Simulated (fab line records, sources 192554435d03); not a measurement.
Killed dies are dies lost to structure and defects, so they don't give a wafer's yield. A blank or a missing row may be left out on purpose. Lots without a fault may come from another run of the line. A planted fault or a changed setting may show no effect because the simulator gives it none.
Chamber matching | flow n5_finfet | N5_BEOL_M10_CURE_71 on uv_cure-03: 3 sister chambers
The step cures SiCOH lowk, time 240 s. 22 wafers are shown with their chamber, then 11 later ones without.

WAFERS WITH THEIR CHAMBER
wafer  | chamber | lamp_power_pct (%) | wafer_temp_C_max
L077.1 | 1       | 52.31              | 387.2
L077.2 | 1       | 52.34              | 387.1
L077.3 | 1       | 52.26              | 387.2
L076.3 | 2       | 52.31              | 386.6
L076.4 | 2       | 52.37              | 387.1
L076.6 | 2       | 52.31              | 387.2
L079.1 | 1       | 52.37              | 386.0
L079.3 | 1       | 52.38              | 387.2
L079.5 | 1       | 52.28              | 386.8
L081.2 | 2       | 52.33              | 386.4
L081.3 | 2       | 52.31              | 386.6
L081.4 | 2       | 52.33              | 386.8
L082.3 | 2       | 52.27              | 387.2
L082.4 | 2       | 52.25              | 387.8
L082.6 | 2       | 52.30              | 386.9
L085.3 | 1       | 52.42              | 387.1
L085.5 | 1       | 52.26              | 387.7
L085.6 | 1       | 52.40              | 386.5
L088.1 | 0       | 52.38              | 386.5
L088.5 | 0       | 52.38              | 387.5
L088.6 | 0       | 52.34              | 387.0
L087.1 | 1       | 52.36              | 386.5

SIGNATURES (means of the wafers above)
reading          | chamber 0 | chamber 1 | chamber 2 | scatter within a chamber
lamp_power_pct   | 52.3667   | 52.3380   | 52.3089   | 0.0464
wafer_temp_C_max | 387.000   | 386.930   | 386.956   | 0.462
Rule: a wafer's distance from a chamber is the root of the sum, over the readings, of the square of ((its reading less the chamber's mean) divided by the reading's scatter). The wafer belongs to the nearest chamber; if the next one is less than 2 further off, it can't be placed. The scatter: the root of (the sum of the squares of (reading less its chamber's mean) over the shown wafers, divided by (wafers less chambers)).

WAFERS WITHOUT THEIR CHAMBER
wafer  | lamp_power_pct (%) | wafer_temp_C_max
L087.2 | 52.32              | 387.1
L087.5 | 52.40              | 387.4
L092.2 | 52.42              | 386.3
L092.3 | 52.21              | 387.3
L092.6 | 52.39              | 387.7
L091.1 | 52.37              | 386.6
L091.4 | 52.36              | 386.8
L091.5 | 52.30              | 386.2
L094.2 | 52.31              | 387.3
L094.3 | 52.39              | 387.6
L094.4 | 52.37              | 387.4

WHICH CHAMBER EACH WENT THROUGH
wafer  | from the rows above          | in truth
L087.2 | can't be placed: 2 or 1 or 0 | 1
L087.5 | can't be placed: 0 or 1 or 2 | 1
L092.2 | can't be placed: 0 or 1 or 2 | 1
L092.3 | can't be placed: 2 or 1 or 0 | 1
L092.6 | can't be placed: 0 or 1 or 2 | 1
L091.1 | can't be placed: 0 or 1 or 2 | 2
L091.4 | can't be placed: 0 or 1 or 2 | 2
L091.5 | can't be placed: 2 or 1 or 0 | 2
L094.2 | can't be placed: 2 or 1 or 0 | 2
L094.3 | can't be placed: 0 or 1 or 2 | 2
L094.4 | can't be placed: 0 or 1 or 2 | 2
Placed correctly: 0 of 11. Can't be placed from these rows: 11 (the true chamber is among the candidates in 11). Placed wrongly: 0.
